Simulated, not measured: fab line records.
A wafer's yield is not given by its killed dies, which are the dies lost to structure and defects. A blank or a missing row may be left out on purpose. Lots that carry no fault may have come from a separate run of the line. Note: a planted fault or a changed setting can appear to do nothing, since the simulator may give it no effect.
Split-lot experiment | flow n5Finfet | 39 wafers read across 7 lots, on a route 1938 steps long

== SPLIT DETAILS ==
At N5_PMOS_HMC_CHANNEL_EPI_FIN_RECESS_16 (chemistry HBr/Cl2, target Si, target depth 54 nm, time 18 s), the setting timeS was moved away from the recipe's 18 s on 15 of the 39 wafers read, by -7.7% to +4.4%. All remaining wafers had this setting at the recipe value.

== FROM THE SPLIT TO THE READING: what the file shows between them, 4 steps ==
- N5_PMOS_HMC_CHANNEL_EPI_PRECLEAN_36: cleans in O3/DIW, time 45 s
- N5_PMOS_HMC_CHANNEL_EPI_PRECLEAN_18: cleans in DHF, time 30 s
- N5_PMOS_HMC_CHANNEL_EPI_SRD_39: time 30 s
- N5_PMOS_HMC_CHANNEL_EPI_CMP_21: polishes SiGe30, target thk 54 nm

== THE READING ==
HMC_CMP_THK (nm), taken at N5_PMOS_HMC_CHANNEL_EPI_THK_MEAS_22. On this fab line, fault-free wafers typically give 54.0 nm with a standard deviation of 0.55 nm.

wafer  | tool, chamber at the split | timeS as run, s | against the recipe | HMC_CMP_THK, nm | against lot-mates on the recipe
L083.1 | rieSi-02, 1                | 18.58           | +3.2%              | 56.4            | +2.2
L083.2 | rieSi-02, 2                | 18.58           | +3.2%              | 55.8            | +1.6
L083.3 | rieSi-02, 0                | 18              | recipe             | 54.3            | -
L083.4 | rieSi-02, 1                | 18              | recipe             | 54.9            | -
L083.5 | rieSi-02, 0                | 18.58           | +3.2%              | 56.3            | +2.1
L083.6 | rieSi-02, 2                | 18              | recipe             | 53.5            | -
L085.1 | rieSi-06, 3                | 18.46           | +2.6%              | 55.8            | +1.8
L085.2 | rieSi-06, 0                | 18              | recipe             | 53.9            | -
L085.3 | rieSi-06, 1                | 18              | recipe             | 54.1            | -
L085.4 | rieSi-06, 2                | 18              | recipe             | 54.0            | -
L085.5 | rieSi-06, 1                | 18.46           | +2.6%              | 55.3            | +1.3
L085.6 | rieSi-06, 0                | 18.46           | +2.6%              | 55.6            | +1.6
L088.1 | rieSi-06, 2                | 18              | recipe             | 54.0            | -
L088.2 | rieSi-06, 0                | 17.53           | -2.6%              | 52.8            | -1.4
L088.3 | rieSi-06, 3                | 17.53           | -2.6%              | 53.4            | -0.8
L088.4 | rieSi-06, 1                | 18              | recipe             | 54.5            | -
L088.5 | rieSi-06, 1                | 17.53           | -2.6%              | 52.9            | -1.3
L088.6 | rieSi-06, 2                | 18              | recipe             | 54.0            | -
L089.1 | rieSi-02, 1                | 18              | recipe             | 54.5            | -
L089.2 | rieSi-02, 0                | 16.62           | -7.7%              | 49.8            | -4.2
L089.3 | rieSi-02, 3                | 16.62           | -7.7%              | 49.7            | -4.3
L089.4 | rieSi-02, 2                | 18              | recipe             | 53.6            | -
L089.5 | rieSi-02, 1                | 16.62           | -7.7%              | 50.0            | -4.0
L089.6 | rieSi-02, 0                | 18              | recipe             | 54.0            | -
L090.1 | rieSi-06, 2                | 18              | recipe             | 54.0            | -
L090.2 | rieSi-06, 0                | 18              | recipe             | 53.8            | -
L090.6 | rieSi-06, 2                | 18              | recipe             | 53.9            | -
L092.1 | rieSi-05, 1                | 18              | recipe             | 55.2            | -
L092.2 | rieSi-05, 0                | 18              | recipe             | 54.9            | -
L092.3 | rieSi-05, 2                | 18              | recipe             | 54.1            | -
L092.4 | rieSi-05, 3                | 18              | recipe             | 54.3            | -
L092.5 | rieSi-05, 0                | 18              | recipe             | 54.6            | -
L092.6 | rieSi-05, 1                | 18              | recipe             | 54.6            | -
L096.1 | rieSi-02, 0                | 18.8            | +4.4%              | 55.6            | +1.9
L096.2 | rieSi-02, 1                | 18              | recipe             | 54.5            | -
L096.3 | rieSi-02, 2                | 18              | recipe             | 52.7            | -
L096.4 | rieSi-02, 3                | 18.8            | +4.4%              | 56.6            | +2.9
L096.5 | rieSi-02, 3                | 18.8            | +4.4%              | 56.5            | +2.8
L096.6 | rieSi-02, 0                | 18              | recipe             | 53.9            | -

THE FIT
A straight line over all 39 wafers: HMC_CMP_THK changes by +0.542 nm for each +1% of timeS; r = +0.96; the points scatter about the line by 0.48 nm.
The same after taking each lot's own level away (the mean of its wafers on the recipe; 39 wafers): +0.554 nm for each +1%; r = +0.97; scatter 0.39 nm.
Per that fit: largest timeS move, reading shift of 4.2 nm.
The span of the lots' own levels, 53.70 to 54.62 nm, comes to 1.7 times the standard deviation stated above.
Hence the lot-to-lot level has little effect on the slope; both slopes agree.
Check: for one of the wafers moved furthest among these (-7.7%), held out of the fit, the line's prediction against its lot-mates is -4.18 nm. Against them it came out at -4.23 nm.

== THE WHOLE CHAIN: every reading that the file lists as answering this split, in the file's order ==
step                                  | what it does                                                | reading                                                                              | change (the file's fit)              | r (the file's)
N5_PMOS_HMC_CHANNEL_EPI_FIN_RECESS_16 | chemistry HBr/Cl2, target Si, target depth 54 nm, time 18 s | etch.depthNm (the simulator's own value, which no gauge read)                        | +0.56 nm for each +1% of the setting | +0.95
N5_PMOS_HMC_CHANNEL_EPI_FIN_RECESS_16 | chemistry HBr/Cl2, target Si, target depth 54 nm, time 18 s | PMOS_HMC_CHANNEL_EPI.featureDepthNm (the simulator's own value, which no gauge read) | +0.56 nm for each +1% of the setting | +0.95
N5_PMOS_HMC_CHANNEL_EPI_THK_MEAS_22   |                                                             | HMC_CMP_THK                                                                          | +0.556 for each +1% of the setting   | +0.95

== THE FILE'S OWN FIT ==
HMC_CMP_THK changes by +0.556 nm for each +1% of timeS, r = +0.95.
